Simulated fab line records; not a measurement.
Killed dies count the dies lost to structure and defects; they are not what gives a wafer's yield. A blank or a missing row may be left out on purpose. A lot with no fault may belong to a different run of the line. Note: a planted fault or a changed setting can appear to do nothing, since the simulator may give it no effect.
A lot that was struck, set against a sound lot	flow n5Finfet	16 out of 1938 route steps
Sound: these wafers, L425.1, L425.5, L425.6. Wafers struck: L428.1, L428.2, L428.5. The cause is given at the end.
Each step with rows lists, per side, the tool, then ch with its chambers, then its first start. Under that, the readings that differ: sound wafers	struck wafers	difference of the means	sigmas: that difference in standard deviations of wafers without a fault.
alike: words and numbers the same on both sides, and readings whose means are apart by under 2 such deviations; not compared: readings that were withheld, readings missing a value for some wafer, numbers with overlapping values and no deviation given by the record, and bounds like >300 which may hide the same value.
Wherever a step has rows on one side only, a row that says differs or no value, or a row with sigmas, the two part there. Non-overlapping numbers with no deviation appear without sigmas and do not part them. Lack of a reading on every wafer of one side parts them only where that side has two or more wafers.

first, 4 steps without rows for these wafers: N5_BEOL_M2_HM_STRIP_39 (strips TiN in peroxide tin strip, target depth 25 nm, time 158 s); N5_BEOL_M2_SRD_40 (time 30 s); N5_BEOL_M2_PRECLEAN_42 (cleans in residue remover, time 60 s); N5_BEOL_M2_SRD_43 (time 30 s).
N5_BEOL_M2_CD_MEAS_35: target cd 18 nm, target cd y 22.2 nm.
  sound on cdSem-03 at day 7 11:16; struck on cdSem-03 at day 7 16:26
  alike: cdNm
then, 1 step without rows for these wafers: N5_BEOL_M2_DEGAS_44 (time 60 s).
N5_BEOL_M2_PRE_CLEAN_45: time 30 s.
  sound on pvdSputter-01 at day 7 11:28; struck on pvdSputter-03 at day 7 16:59
reading	sound	struck	difference	sigmas
heaterPowerW (W)	310 304 311	358 395 405	+78	+2
then, 1 step without rows for these wafers: N5_BEOL_M2_ALD_84 (deposits TaN, pulse time 2 s, purge time 3 s, co reactant purge time 2 s).
N5_BEOL_M2_SURFACE_TREAT_85:
  sound on pvdSputter-03 at day 7 11:46; struck on pvdSputter-03 at day 7 17:17
  not compared: throttleValvePct
then, 1 step without rows for these wafers: N5_BEOL_M2_CVD_47 (deposits Co from CCTBA/H2, target thk 3 nm, time 223.8 s).
N5_BEOL_M2_SPUTTER_48: material Cu, target thk 4.5 nm, time 8.29 s.
  sound on pvdSputter-02 at day 7 12:02; struck on pvdSputter-02 at day 7 17:50
  alike: chamberPressurePa, chuckGasFlowSccm, throttleValvePct
N5_BEOL_M2_ANNEAL_49: time 240 s.
  sound on pvdSputter-02 at day 7 12:07; struck on pvdSputter-02 at day 7 17:55
  alike: heaterPowerW, susceptor_temp_C_max
N5_BEOL_M2_SPUTTER_79: material Cu, target thk 4.5 nm, time 8.29 s.
  sound on pvdSputter-02 at day 7 12:16; struck on pvdSputter-02 at day 7 18:04
  no value came back on the struck wafers for chamberPressurePa (Pa), chuckGasFlowSccm (sccm), throttleValvePct (%); on the sound wafers chamberPressurePa (Pa) reads 0.06999 0.07018 0.06985
N5_BEOL_M2_ANNEAL_80: time 240 s.
  sound on pvdSputter-02 at day 7 12:20; struck on pvdSputter-02 at day 7 18:08
  alike: heaterPowerW, susceptor_temp_C_max
N5_BEOL_M4_RC_MEAS_101:
  sound on prober-01 ch 0, day 9 21:32; struck on prober-01 ch 0, day 9 07:15
  alike: DIBL_N, DIBL_P, IOFF_N, IOFF_P, ION_N, ION_P, SS_N, SS_P, VT_N, VT_P
-- the record jumps here: 5 days lie between the struck wafers' starts before and after (it left off in module BEOL_M4 and takes up again in module PASSIVATION, whose first step shown is number 1936 of the route) --
N5_PASSIVATION_PROBE_49:
  sound on prober-02 at day 14 17:36; struck on prober-01 at day 14 04:59
  alike: defectLimitedYield, killed_at_M0_to_M3, killed_at_M4_up, killedAtContacts, killedAtFrontEnd, killedAtOther, killedDies, killedOpen, killedShort, sort_bin_5_function, sort_bin_6_memory, sortNPass, sortYieldPct

== WHERE THEY PART ==
Earliest at N5_BEOL_M2_PRE_CLEAN_45; latest, in this record, at N5_BEOL_M2_SPUTTER_79. Later steps at which nothing parts them and some readings are alike: N5_BEOL_M2_ANNEAL_80, N5_BEOL_M4_RC_MEAS_101, N5_PASSIVATION_PROBE_49.

WHY: the cause the simulator had injected
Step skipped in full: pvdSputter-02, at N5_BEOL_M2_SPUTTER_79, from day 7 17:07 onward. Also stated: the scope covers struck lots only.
